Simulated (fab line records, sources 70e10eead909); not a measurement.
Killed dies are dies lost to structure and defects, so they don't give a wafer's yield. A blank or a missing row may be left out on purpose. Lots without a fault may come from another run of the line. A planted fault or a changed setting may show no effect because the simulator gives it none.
fab line records | flow nand_harc
record lots=11 wafers=33 last_day=33
route steps=1302 shown P_ZERO_WELL@68 P_STI@88 P_GATE@119 END@1302
lots that met no fault: from a run of the same line without faults
start_h: hours from the record's first day to the start of the lot's first wafer shown | wait_h: hours since the lot's step before | " the same as in the row above | L1.1+2: a row that stands for several wafers | - no value, or no start given | * or withheld: withheld | < > ~ a bound
route shown NAME@n: a module of which the file shows steps, and the number in the route of the first | usual: mean/standard deviation of fault-free wafers | same: alike in all rows | chamber/n: place in a boat | sites: the reading at each site | _std_site: their standard deviation | _edge_site: outer sites' mean less inner sites' | radius_mm: how far each site lies from the wafer's centre | mask NAME#n: copy n | behind: the tool/chamber that last shaped the wafer | hold: why the lot was held/for how many hours/how that ended | device: the transistor (n, p or np) that didn't switch | end of line: the same wafers' tests at the end of the route | a step without rows: its recipe alone | killed: dies lost to structure and defects at the first sort, not the wafer's yield | map: a wafer's dies, x killed, . not, _ none there
set.NAME: the setting as run; set.NAME@STEP: as run at that earlier step | model.NAME: the simulator's own value behind a step, which no gauge read
steps of the route over a sample of lots; a table a step, a row a wafer
services: from which hour (start_h, from the record's first day; less than 0 if before it) a tool's chamber was out of use, for how many hours, and why
## steps
# step NHARC_P_ZERO_WELL_INSPECT_43
# usual raw_defect_count=12/5.7
# columns lot.wafer tool chamber start_h wait_h raw_defect_count
L340.1 defect_inspect-02 - 37.41 0.6 8
L340.2 " - " " 13
L340.5 " - " " 8
L342.1 defect_inspect-02 - 57.33 0.6 7
L342.5 " - " " 12
L342.6 " - " " 7
L344.2 defect_inspect-01 - 77.52 0.5 11
L344.3 " - " " 13
L344.5 " - " " 7
L345.4 defect_inspect-02 - 87.30 0.3 2
L345.5 " - " " 11
L345.6 " - " " 14
L346.1 defect_inspect-01 - 97.78 0.6 15
L346.2 " - " " 23
L346.3 " - " " 25
L347.4 defect_inspect-01 - 107.54 0.2 12
L347.5 " - " " 17
L347.6 " - " " 14
L352.1 defect_inspect-02 - 157.47 0.6 7
L352.3 " - " " 8
L352.4 " - " " 11
L359.1 defect_inspect-02 - 228.72 0.6 12
L359.3 " - " " 10
L359.5 " - " " 9
L360.2 defect_inspect-01 - 237.71 0.5 8
L360.4 " - " " 22
L360.5 " - " " 14
L361.1 defect_inspect-01 - 247.65 0.6 20
L361.4 " - " " 11
L361.5 " - " " 18
L362.2 defect_inspect-01 - 257.58 0.5 13
L362.3 " - " " 27
L362.6 " - " " 16
# step NHARC_P_STI_ETCH_42
# recipe target_depth_a=800 overetch_a=240 time_s=61 ion_energy_ev=200 n2_flow_sccm=150 h2_flow_sccm=150 ar_flow_sccm=0 rf_w=400 bias_w=150 chemistry=N2/H2
# usual chamber_pressure_mTorr=30.000/0.026 drypump_motor_current_A=6.0/0.41 oes_product_au=0.996/0.011 rf_vpp_V=429.8/1.9 showerhead_plenum_p_Torr=2.02/0.065 throttle_valve_pct=14.171/0.0095
# columns lot.wafer tool chamber start_h wait_h chamber_pressure_mTorr drypump_motor_current_A oes_product_au rf_hours_counter_h rf_vpp_V showerhead_plenum_p_Torr throttle_valve_pct
L340.2 rie_diel-10 0 54.18 0.1 30.023 6.0 1.000 11 431.6 2.07 14.166
L340.1 " 2 " " 30.035 5.0 1.008 12 428.8 1.95 14.158
L340.5 " 1 " " 30.019 5.6 0.996 - 428.2 1.98 14.177
L342.1 rie_diel-10 2 76.09 0.1 30.043 5.0 0.989 0 427.6 1.95 14.174
L342.6 " 0 " " 29.980 6.1 0.986 - 432.7 2.07 14.189
L342.5 " 1 " " 30.047 5.6 1.007 - 427.7 1.98 14.171
L344.3 rie_diel-10 0 93.48 0.1 30.019 6.1 0.994 2 430.3 2.07 14.184
L344.2 " 2 " " 30.009 4.9 0.998 2 427.8 1.95 14.182
L344.5 " 3 " " 29.995 6.3 0.995 - 428.5 1.98 14.171
L345.4 rie_diel-07 2 103.91 0.1 30.026 6.5 1.014 11 434.0 2.16 14.176
L345.5 " 1 " " 29.967 6.2 0.973 - 429.2 1.93 14.178
L345.6 " 2 " " 29.990 6.5 1.015 - 434.7 2.16 14.171
L346.2 rie_diel-07 3 116.80 0.1 30.013 5.4 1.007 10 429.5 2.06 14.178
L346.3 " 0 " " 29.985 5.9 0.960 9 430.1 2.05 14.173
L346.1 " 1 " " 29.988 6.2 0.973 11 428.9 1.93 14.155
L347.4 rie_diel-06 1 125.24 0.1 29.959 6.2 1.023 8 429.0 2.02 14.173
L347.6 " 1 " " 29.989 6.2 1.014 - 429.5 2.02 14.173
L347.5 " 2 " " 30.045 6.2 0.989 - 427.4 1.92 14.164
L352.4 rie_diel-10 3 175.41 0.1 30.038 6.3 0.996 9 428.8 1.98 14.176
L352.3 " 0 " " 29.994 6.1 1.000 10 433.0 2.07 14.179
L352.1 " 1 " " 30.021 5.6 0.995 9 428.7 1.98 14.158
L359.3 rie_diel-06 2 246.43 0.1 29.994 6.3 0.989 6 428.0 1.92 14.180
L359.1 " 0 " " 29.998 6.0 0.987 4 432.7 2.07 14.170
L359.5 " 2 " " 30.042 6.3 0.998 - 425.9 1.92 14.151
L360.2 rie_diel-10 3 255.59 0.1 30.017 6.3 0.986 0 428.7 1.98 14.156
L360.4 " 0 " " 29.987 6.0 1.000 0 431.0 2.07 14.157
L360.5 " 2 " " 29.957 5.0 1.005 - 427.1 1.95 14.162
L361.1 rie_diel-10 0 262.86 0.1 29.995 6.0 0.993 1 430.3 2.07 14.177
L361.4 " 2 " " 30.051 5.0 1.009 2 428.8 1.95 14.164
L361.5 " 1 " " 30.007 5.7 0.977 - 429.4 1.97 14.176
L362.2 rie_diel-07 3 273.98 0.1 30.009 5.4 1.008 8 431.6 2.05 14.185
L362.3 " 2 " " 30.014 6.5 1.030 7 432.9 2.15 14.171
L362.6 " 3 " " 29.992 5.4 1.012 - 432.2 2.05 14.173
# step NHARC_P_GATE_EXPOSE_08
# recipe na=0.6 dose_mj=16.75 mask_id=P_HV
# same na=0.6
# columns lot.wafer tool chamber start_h wait_h mask
L340.1+2+5 krf_scanner-02 0 91.80 - P_HV#0
L342.1+5+6 krf_scanner-04 0 112.35 - P_HV#0
L344.2+3+5 krf_scanner-04 0 129.75 - P_HV#0
L345.4+5+6 krf_scanner-03 0 141.96 - P_HV#0
L346.1+2+3 krf_scanner-03 0 159.32 - P_HV#0
L347.4+5+6 krf_scanner-02 0 159.50 - P_HV#0
L352.1+3+4 krf_scanner-03 0 223.19 - P_NSD#0
L359.1+3+5 krf_scanner-03 0 281.60 - P_HV#0
L360.2+4+5 krf_scanner-03 0 295.33 - P_HV#0
L361.1+4+5 krf_scanner-03 0 299.60 - P_HV#0
L362.2+3+6 krf_scanner-04 0 310.70 - P_HV#0
# step NHARC_P_GATE_CD_MEAS_11
# recipe target_cd_nm=1640 landing_energy_ev=500
# usual cd_nm=1640.4/2
# columns lot.wafer tool chamber start_h wait_h cd_nm
L340.1 cd_sem-02 0 91.96 - 1640.3
L340.2 " 0 " " 1639.3
L340.5 " 0 " " 1638.9
L342.1 cd_sem-02 0 112.51 - 1640.7
L342.5 " 0 " " 1641.0
L342.6 " 0 " " 1640.2
L344.2 cd_sem-01 0 129.91 - 1643.9
L344.3 " 0 " " 1643.2
L344.5 " 0 " " 1642.6
L345.4 cd_sem-02 0 142.11 - 1640.7
L345.5 " 0 " " 1641.4
L345.6 " 0 " " 1641.2
L346.1 cd_sem-03 0 159.47 - 1639.0
L346.2 " 0 " " 1636.5
L346.3 " 0 " " 1642.0
L347.4 cd_sem-03 0 159.64 - 1640.4
L347.5 " 0 " " 1641.8
L347.6 " 0 " " 1642.5
L352.1 cd_sem-02 0 223.35 - -
L352.3 " 0 " " -
L352.4 " 0 " " -
L359.1 cd_sem-03 0 281.76 - 1640.4
L359.3 " 0 " " 1641.6
L359.5 " 0 " " 1640.7
L360.2 cd_sem-03 0 295.48 - 1639.6
L360.4 " 0 " " 1642.2
L360.5 " 0 " " 1640.4
L361.1 cd_sem-01 0 299.75 - 1641.7
L361.4 " 0 " " 1642.0
L361.5 " 0 " " 1641.1
L362.2 cd_sem-03 0 310.85 - 1642.4
L362.3 " 0 " " 1644.3
L362.6 " 0 " " 1642.4
# step NHARC_P_GATE_ETCH_104
# recipe target_depth_a=600 time_s=withheld cf4_flow_sccm=100 chf3_flow_sccm=30 ar_flow_sccm=0 rf_w=500 bias_w=200 chemistry=CF4/CHF3
# usual chamber_pressure_mTorr=24.998/0.022 drypump_motor_current_A=5.7/0.39 oes_product_au=0.946/0.022 rf_vpp_V=371.2/2.4 showerhead_plenum_p_Torr=1.59/0.068 throttle_valve_pct=16.803/0.0095
# columns lot.wafer tool chamber start_h wait_h chamber_pressure_mTorr drypump_motor_current_A oes_product_au rf_vpp_V showerhead_plenum_p_Torr throttle_valve_pct
L340.2 rie_diel-11 3 108.90 0.1 24.988 5.4 0.946 372.9 1.62 16.801
L340.1 " 0 " " 24.984 6.1 0.980 370.3 1.61 16.805
L340.5 " 0 " " 25.013 6.1 0.971 371.6 1.61 16.810
L342.1 rie_diel-11 2 131.71 0.1 24.966 5.9 0.937 371.5 1.60 16.809
L342.5 " 1 " " 25.024 5.6 0.937 374.1 1.67 16.802
L342.6 " 2 " " 25.020 5.9 0.935 371.9 1.60 16.795
L344.2 rie_diel-04 0 144.33 0.1 25.003 5.4 0.959 368.5 1.52 16.805
L344.3 " 3 " " 25.011 5.3 0.947 367.4 1.48 16.794
L344.5 " 2 " " 25.006 5.8 0.957 375.3 1.68 16.794
L345.4 rie_diel-01 1 160.15 0.1 24.997 6.0 0.929 372.5 1.64 16.788
L345.5 " 2 " " 25.009 5.7 0.910 373.4 1.67 16.800
L345.6 " 3 " " 24.970 5.8 0.951 368.2 1.56 16.810
L346.1 rie_diel-04 2 176.39 0.1 25.037 5.8 0.919 374.4 1.68 16.821
L346.3 " 3 " " 25.001 5.3 0.915 366.2 1.48 16.804
L346.2 " 0 " " 25.027 5.3 0.936 369.2 1.52 16.785
L347.4 rie_diel-01 1 176.58 0.1 24.973 6.0 0.950 373.1 1.64 16.795
L347.5 " 1 " " 24.960 6.0 0.944 372.7 1.64 16.802
L347.6 " 2 " " 24.999 5.7 0.919 374.0 1.67 16.804
L352.3 rie_diel-11 3 238.77 0.1 24.986 5.3 0.948 369.8 1.62 16.814
L352.1 " 0 " " 24.956 6.1 0.926 370.9 1.61 16.802
L352.4 " 1 " " 25.019 5.6 0.955 374.7 1.67 16.796
L359.3 rie_diel-01 2 297.09 0.1 24.995 5.7 0.971 373.2 1.67 16.795
L359.1 " 3 " " 25.024 5.8 0.960 370.7 1.56 16.805
L359.5 " 3 " " 25.018 5.8 0.965 370.1 1.56 16.804
L360.4 rie_diel-01 0 312.24 0.1 25.034 6.4 0.914 367.0 1.51 16.796
L360.2 " 3 " " 24.985 5.8 0.924 369.2 1.56 16.814
L360.5 " 0 " " 25.005 6.4 0.913 369.0 1.51 16.807
L361.1 rie_diel-04 3 318.20 0.1 24.977 5.3 0.925 367.9 1.48 16.799
L361.4 " 2 " " 25.004 5.8 0.949 374.4 1.68 16.803
L361.5 " 0 " " 25.015 5.3 0.957 368.8 1.51 16.798
L362.3 rie_diel-04 1 327.45 0.1 25.034 5.0 0.973 370.7 1.59 16.798
L362.2 " 0 " " 24.960 5.4 0.987 368.7 1.52 16.811
L362.6 " 2 " " 25.003 5.8 0.956 372.7 1.68 16.795
# step NHARC_END_SORT_01
# recipe temp_c=25
# usual killed_at_array=52/18 killed_at_other=1.0/1.4 killed_at_periphery=3.1/2.3 killed_dies=56/17 killed_open=3.0/1.7 killed_short=2.5/1.7
# same gross_dies=677
# columns lot.wafer tool chamber start_h wait_h hold killed_at_array killed_at_other killed_at_periphery killed_dies killed_open killed_short
L340.1 prober-01 0 567.76 2.5 - 40 0 4 44 3 0
L340.2 prober-01 0 568.56 2.8 - 35 0 3 38 3 5
L340.5 prober-01 0 570.96 3.7 - 32 0 4 36 6 4
L342.1 prober-01 0 603.93 2.5 - 26 1 11 38 4 1
L342.5 prober-01 0 607.13 3.7 - 39 2 3 44 4 3
L342.6 prober-01 0 607.92 4.0 - 20 1 3 24 5 2
L344.2 prober-02 0 604.71 2.8 - 28 1 2 31 3 4
L344.3 prober-02 0 605.52 3.1 - 28 0 2 30 4 4
L344.5 prober-02 0 607.14 3.7 - 25 2 1 28 1 1
L345.4 prober-02 0 623.31 3.4 - 74 1 1 76 2 2
L345.5 prober-02 0 624.10 3.7 - 70 0 1 71 1 4
L345.6 prober-02 0 624.90 4.0 - 96 0 2 98 3 6
L347.4 prober-01 0 641.13 3.4 - 76 6 4 86 6 3
L347.5 prober-01 0 641.95 3.8 - 37 2 4 43 4 2
L347.6 prober-01 0 642.76 4.1 - 70 5 0 75 4 1
L346.1 prober-02 0 644.61 2.5 - 34 3 4 41 3 1
L346.2 prober-02 0 645.41 2.8 - 24 0 7 31 2 0
L346.3 prober-02 0 646.20 3.1 - 33 0 4 37 4 2
L352.1 prober-01 0 691.42 2.5 await_dispo/7.3h/scrap 58 0 619 677 5 3
L352.3 prober-01 0 693.01 3.1 await_dispo/7.3h/scrap 54 0 623 677 3 4
L352.4 prober-01 0 693.81 3.4 await_dispo/7.3h/scrap 46 0 631 677 5 3
L359.1 prober-01 0 746.15 2.5 - 52 1 3 56 3 1
L359.3 prober-01 0 747.73 3.1 - 73 0 1 74 4 3
L359.5 prober-01 0 749.31 3.7 - 64 0 1 65 3 0
L361.1 prober-01 0 772.49 2.5 - 58 0 3 61 2 3
L361.4 prober-01 0 774.93 3.4 - 68 0 2 70 3 5
L361.5 prober-01 0 775.74 3.7 - 64 1 6 71 5 4
L360.2 prober-02 0 773.30 2.8 - 52 1 2 55 2 3
L360.4 prober-02 0 774.90 3.4 - 59 0 0 59 0 2
L360.5 prober-02 0 775.70 3.7 - 56 0 3 59 6 4
L362.2 prober-02 0 783.91 2.8 - 77 1 5 83 3 4
L362.3 prober-02 0 784.72 3.1 - 52 0 2 54 1 4
L362.6 prober-02 0 787.13 4.0 - 75 1 5 81 2 3
# killed by level:class
L340.1 A_CHANNEL_HOLE_D2:chamber_film_flake=31 P_M2:chamber_film_flake=2 A_STAIRCASE:chamber_film_flake=2 A_CONTACT:chamber_film_flake=2 P_CONTACT:geometric_particle:open=1 A_ONON_D1:geometric_particle:open=1 A_CONTACT:geometric_particle:open=1 P_M1:chamber_film_flake=1
L340.2 A_CHANNEL_HOLE_D2:chamber_film_flake=20 A_CHANNEL_HOLE_D1:chamber_film_flake=3 A_SLIT:chamber_film_flake=2 A_STAIRCASE:chamber_film_flake=2 P_M0:geometric_particle:short=1 A_CHANNEL_HOLE_D1:geometric_particle:short=1 A_CHANNEL_FILL_D1:geometric_particle:open=1 A_DECK1_JOINT:geometric_particle:short=1
L340.5 A_CHANNEL_HOLE_D2:chamber_film_flake=18 A_CHANNEL_FILL_D1:geometric_particle:open=3 A_CHANNEL_FILL_D2:geometric_particle:open=3 P_M2:chamber_film_flake=3 A_CHANNEL_HOLE_D1:chamber_film_flake=2 A_ONON_D1:geometric_particle:short=1 A_DECK1_JOINT:geometric_particle:short=1 A_ONON_D2:geometric_particle:short=1
L342.1 A_CHANNEL_HOLE_D2:chamber_film_flake=9 A_CHANNEL_HOLE_D1:chamber_film_flake=5 A_CONTACT:chamber_film_flake=5 P_STI:chamber_film_flake=4 P_CONTACT:geometric_particle:open=3 P_M2:chamber_film_flake=2 A_ZERO_WELL:chamber_film_flake=2 A_STAIRCASE:chamber_film_flake=2
L344.2 A_CHANNEL_HOLE_D2:chamber_film_flake=12 A_CHANNEL_HOLE_D1:chamber_film_flake=5 A_STAIRCASE:chamber_film_flake=3 A_ONON_D2:geometric_particle:short=2 P_M0:geometric_particle:short=1 A_ONON_D1:geometric_particle:short=1 A_ONON_D2:geometric_particle:open=1 A_CHANNEL_FILL_D2:geometric_particle:open=1
L344.3 A_CHANNEL_HOLE_D2:chamber_film_flake=7 A_CHANNEL_HOLE_D1:chamber_film_flake=6 A_CONTACT:chamber_film_flake=4 A_STAIRCASE:chamber_film_flake=3 P_M1:geometric_particle:short=1 A_ONON_D1:geometric_particle:open=1 A_DECK1_JOINT:geometric_particle:short=1 A_ONON_D2:geometric_particle:short=1
L342.5 A_CHANNEL_HOLE_D2:chamber_film_flake=13 A_CONTACT:chamber_film_flake=9 A_STAIRCASE:chamber_film_flake=5 A_CHANNEL_HOLE_D1:chamber_film_flake=4 A_ZERO_WELL:chamber_film_flake=2 THIN_TSV:chamber_film_flake=2 P_BONDPAD:geometric_particle:open=1 A_ONON_D1:geometric_particle:open=1
L344.5 A_STAIRCASE:chamber_film_flake=8 A_CHANNEL_HOLE_D2:chamber_film_flake=7 A_CONTACT:chamber_film_flake=5 THIN_TSV:chamber_film_flake=2 A_ONON_D1:geometric_particle:short=1 A_M0:geometric_particle:open=1 P_ZERO_WELL:chamber_film_flake=1 A_CHANNEL_HOLE_D1:chamber_film_flake=1
L342.6 A_CONTACT:chamber_film_flake=6 A_CHANNEL_HOLE_D2:chamber_film_flake=5 A_CHANNEL_HOLE_D1:chamber_film_flake=2 A_STAIRCASE:chamber_film_flake=2 P_STI:geometric_particle:short=1 P_CONTACT:geometric_particle:open=1 A_ONON_D1:geometric_particle:open=1 A_CHANNEL_FILL_D1:geometric_particle:open=1
L345.4 A_CHANNEL_HOLE_D2:chamber_film_flake=34 A_SLIT:chamber_film_flake=25 A_CHANNEL_HOLE_D1:chamber_film_flake=4 A_SGD_CUT:chamber_film_flake=3 A_CONTACT:chamber_film_flake=2 A_CHANNEL_FILL_D1:geometric_particle:short=1 A_SGD_CUT:geometric_particle:open=1 A_SGD_CUT:geometric_particle:short=1
L345.5 A_SLIT:chamber_film_flake=29 A_CHANNEL_HOLE_D2:chamber_film_flake=19 A_CHANNEL_HOLE_D1:chamber_film_flake=6 A_SGD_CUT:chamber_film_flake=4 A_CHANNEL_FILL_D2:chamber_film_flake=3 A_STAIRCASE:chamber_film_flake=3 P_CONTACT:geometric_particle:short=1 A_ONON_D1:geometric_particle:short=1
L345.6 A_CHANNEL_HOLE_D2:chamber_film_flake=42 A_SLIT:chamber_film_flake=22 A_SGD_CUT:chamber_film_flake=8 A_CONTACT:chamber_film_flake=6 A_CHANNEL_HOLE_D1:chamber_film_flake=5 A_ONON_D2:geometric_particle:short=2 A_WL_FILL:chamber_film_flake=2 P_STI:geometric_particle:short=1
L347.4 A_CHANNEL_HOLE_D2:chamber_film_flake=32 A_CHANNEL_HOLE_D1:chamber_film_flake=28 P_ZERO_WELL:chamber_film_flake=4 THIN_TSV:chamber_film_flake=4 A_M0:geometric_particle:open=3 A_STAIRCASE:chamber_film_flake=3 A_BLC:geometric_particle:open=2 HYBRID_BOND:chamber_film_flake=2
L347.5 A_CHANNEL_HOLE_D2:chamber_film_flake=20 A_CHANNEL_HOLE_D1:chamber_film_flake=11 P_ZERO_WELL:chamber_film_flake=3 A_BLC:geometric_particle:open=2 THIN_TSV:chamber_film_flake=2 P_CONTACT:geometric_particle:short=1 A_CHANNEL_HOLE_D1:geometric_particle:open=1 A_CHANNEL_FILL_D1:geometric_particle:short=1
L347.6 A_CHANNEL_HOLE_D2:chamber_film_flake=28 A_CHANNEL_HOLE_D1:chamber_film_flake=24 THIN_TSV:chamber_film_flake=5 A_CHANNEL_FILL_D2:chamber_film_flake=4 A_CHANNEL_FILL_D1:chamber_film_flake=3 A_M0:geometric_particle:open=2 A_SLIT:chamber_film_flake=2 A_CONTACT:chamber_film_flake=2
L346.1 A_CHANNEL_HOLE_D2:chamber_film_flake=17 A_CHANNEL_HOLE_D1:chamber_film_flake=5 A_WL_FILL:chamber_film_flake=3 P_GATE:chamber_film_flake=2 A_DECK1_JOINT:chamber_film_flake=2 A_CONTACT:chamber_film_flake=2 A_CHANNEL_HOLE_D1:geometric_particle:short=1 A_DECK1_JOINT:geometric_particle:open=1
L346.2 A_CHANNEL_HOLE_D2:chamber_film_flake=14 P_GATE:chamber_film_flake=5 A_CHANNEL_HOLE_D1:chamber_film_flake=2 A_CONTACT:chamber_film_flake=2 P_CONTACT:geometric_particle:open=1 A_M0:geometric_particle:open=1 P_ZERO_WELL:chamber_film_flake=1 A_CHANNEL_FILL_D2:chamber_film_flake=1
L346.3 A_CHANNEL_HOLE_D2:chamber_film_flake=11 A_CHANNEL_HOLE_D1:chamber_film_flake=6 A_CONTACT:chamber_film_flake=6 A_DECK1_JOINT:chamber_film_flake=3 A_BLC:geometric_particle:open=2 P_GATE:chamber_film_flake=2 P_GATE:geometric_particle:open=1 A_ONON_D1:geometric_particle:short=1
L352.1 P_GATE:area_expose=615 A_SLIT:chamber_film_flake=33 A_CHANNEL_HOLE_D1:chamber_film_flake=10 A_M1:chamber_film_flake=3 A_STAIRCASE:chamber_film_flake=3 A_CHANNEL_FILL_D1:geometric_particle:short=2 P_CONTACT:geometric_particle:open=1 P_M1:geometric_particle:open=1
L352.3 P_GATE:area_expose=615 A_SLIT:chamber_film_flake=33 A_CHANNEL_HOLE_D1:chamber_film_flake=6 A_M1:chamber_film_flake=4 A_CONTACT:chamber_film_flake=3 P_CONTACT:geometric_particle:short=2 P_ZERO_WELL:chamber_film_flake=2 P_GATE:chamber_film_flake=2
L352.4 P_GATE:area_expose=628 A_SLIT:chamber_film_flake=28 A_CHANNEL_HOLE_D1:chamber_film_flake=4 A_M1:chamber_film_flake=3 A_CHANNEL_FILL_D1:geometric_particle:open=2 P_ZERO_WELL:chamber_film_flake=2 A_ZERO_WELL:chamber_film_flake=2 P_CONTACT:geometric_particle:short=1
L359.1 A_SLIT:chamber_film_flake=16 A_CHANNEL_HOLE_D2:chamber_film_flake=16 A_CHANNEL_HOLE_D1:chamber_film_flake=7 A_STAIRCASE:chamber_film_flake=7 A_CONTACT:chamber_film_flake=3 P_CONTACT:geometric_particle:open=1 P_M0:geometric_particle:open=1 P_M0:geometric_particle:short=1
L359.3 A_SLIT:chamber_film_flake=29 A_CHANNEL_HOLE_D2:chamber_film_flake=20 A_CHANNEL_HOLE_D1:chamber_film_flake=8 A_STAIRCASE:chamber_film_flake=5 A_DECK1_JOINT:chamber_film_flake=2 A_CONTACT:chamber_film_flake=2 A_CHANNEL_FILL_D1:geometric_particle:open=1 A_ONON_D2:geometric_particle:short=1
L359.5 A_CHANNEL_HOLE_D2:chamber_film_flake=24 A_SLIT:chamber_film_flake=19 A_CHANNEL_HOLE_D1:chamber_film_flake=11 A_STAIRCASE:chamber_film_flake=6 P_M0:geometric_particle:open=1 A_SOURCE_PLATE:geometric_particle:open=1 A_SGD_CUT:geometric_particle:open=1 A_CHANNEL_FILL_D1:chamber_film_flake=1
L361.1 A_CHANNEL_HOLE_D1:chamber_film_flake=18 A_CHANNEL_HOLE_D2:chamber_film_flake=17 A_M1:chamber_film_flake=5 A_SLIT:chamber_film_flake=5 A_CONTACT:chamber_film_flake=4 A_WL_FILL:geometric_particle:short=2 A_BLC:geometric_particle:open=2 P_STI:chamber_film_flake=2
L360.2 A_SLIT:chamber_film_flake=31 A_CONTACT:chamber_film_flake=10 A_STAIRCASE:chamber_film_flake=3 A_DECK1_JOINT:geometric_particle:short=1 A_CHANNEL_FILL_D2:geometric_particle:open=1 A_WL_FILL:geometric_particle:open=1 A_CONTACT:geometric_particle:short=1 A_M1:geometric_particle:short=1
L360.4 A_SLIT:chamber_film_flake=33 A_CONTACT:chamber_film_flake=18 A_STAIRCASE:chamber_film_flake=3 A_CHANNEL_FILL_D1:geometric_particle:short=1 A_M1:geometric_particle:short=1 A_DECK1_JOINT:chamber_film_flake=1 A_CHANNEL_FILL_D2:chamber_film_flake=1 A_WL_FILL:chamber_film_flake=1
L361.4 A_CHANNEL_HOLE_D2:chamber_film_flake=26 A_CHANNEL_HOLE_D1:chamber_film_flake=14 A_CONTACT:chamber_film_flake=6 A_SLIT:chamber_film_flake=4 A_CHANNEL_FILL_D2:chamber_film_flake=4 A_STAIRCASE:chamber_film_flake=4 A_M1:chamber_film_flake=3 A_ONON_D2:geometric_particle:short=2
L360.5 A_SLIT:chamber_film_flake=32 A_STAIRCASE:chamber_film_flake=5 A_CONTACT:chamber_film_flake=5 P_M0:geometric_particle:open=2 A_DECK1_JOINT:geometric_particle:open=2 A_CHANNEL_FILL_D2:chamber_film_flake=2 P_M2:geometric_particle:short=1 A_ONON_D1:geometric_particle:short=1
L361.5 A_CHANNEL_HOLE_D2:chamber_film_flake=24 A_CHANNEL_HOLE_D1:chamber_film_flake=12 A_SLIT:chamber_film_flake=9 A_CONTACT:chamber_film_flake=5 P_STI:chamber_film_flake=4 A_STAIRCASE:chamber_film_flake=3 A_M1:chamber_film_flake=3 A_ONON_D2:geometric_particle:short=2
L362.2 A_CHANNEL_HOLE_D2:chamber_film_flake=34 A_SLIT:chamber_film_flake=29 A_SGD_CUT:chamber_film_flake=4 A_CONTACT:chamber_film_flake=2 P_GATE:geometric_particle:open=1 P_M0:geometric_particle:short=1 P_M1:geometric_particle:open=1 A_ONON_D1:geometric_particle:short=1
L362.3 A_SLIT:chamber_film_flake=21 A_CHANNEL_HOLE_D2:chamber_film_flake=16 A_STAIRCASE:chamber_film_flake=3 A_CONTACT:chamber_film_flake=3 A_DECK1_JOINT:chamber_film_flake=2 A_SGD_CUT:chamber_film_flake=2 P_M0:geometric_particle:short=1 A_SOURCE_PLATE:geometric_particle:short=1
L362.6 A_CHANNEL_HOLE_D2:chamber_film_flake=30 A_SLIT:chamber_film_flake=26 A_SGD_CUT:chamber_film_flake=7 P_M0:chamber_film_flake=3 A_CONTACT:chamber_film_flake=3 A_CHANNEL_FILL_D2:chamber_film_flake=2 P_M0:geometric_particle:open=1 A_ONON_D1:geometric_particle:short=1
## services
# columns tool chamber start_h hours kind
rie_diel-10 - 65.50 9.0 pm
rie_diel-11 - 78.50 9.0 pm
rie_diel-10 - 82.25 0.9 repair
rie_diel-10 3 83.49 1.9 repair
rie_diel-07 - 86.07 1.1 repair
rie_diel-01 0 98.42 22.5 repair
krf_scanner-04 - 106.43 0.9 repair
rie_diel-10 3 106.88 9.1 repair
rie_diel-04 3 113.60 2.4 repair
rie_diel-07 - 117.27 9.0 pm
rie_diel-04 1 126.25 39.3 repair
krf_scanner-03 - 127.74 4.0 pm
rie_diel-11 1 155.33 12.0 repair
rie_diel-04 - 177.90 9.0 pm
krf_scanner-04 - 182.01 4.0 pm
rie_diel-10 0 186.44 9.7 repair
krf_scanner-03 - 197.83 2.9 repair
rie_diel-01 - 203.80 9.0 pm
rie_diel-10 0 204.77 7.2 repair
rie_diel-10 1 206.47 4.1 repair
rie_diel-10 - 242.50 9.0 pm
krf_scanner-03 - 253.42 4.9 repair
krf_scanner-03 - 299.74 4.0 pm
rie_diel-01 1 326.90 7.0 repair
## key
first_sign step=NHARC_P_GATE_EXPOSE_08 reading=mask direction=changed
effect step=NHARC_P_GATE_CD_MEAS_11 reading=cd_nm direction=missing
effect step=NHARC_END_SORT_01 reading=killed_at_periphery direction=up sigmas=99+ usual=3.1 struck=624.3
more_kills_born_at NHARC_P_GATE_EXPOSE_08@krf_scanner-03=1858
met_at NHARC_P_GATE_EXPOSE_08
struck_lots L352
later_rows_left_out L352.1,L352.3,L352.4
tester_left_out L352
not_acting_at NHARC_P_ZERO_WELL_INSPECT_43,NHARC_P_STI_ETCH_42,NHARC_P_GATE_ETCH_104
onset_between 159.32 223.19
fault kind=wrong_mask tool=any chamber=- onset_h=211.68 steps=NHARC_P_GATE_EXPOSE_08 aux_copy=P_NSD#0 scope=struck_lots_only
# tester_left_out: of these lots the tester's yield and bins aren't shown, on N5 and GAA mostly nor the transistor test; their killed dies are dies lost to structure and defects alone, not to doping, threshold or leakage, so they don't give the yield
# later_rows_left_out: the simulator's readings of these wafers behind a module that went badly wrong aren't trusted and aren't shown, but for the sort
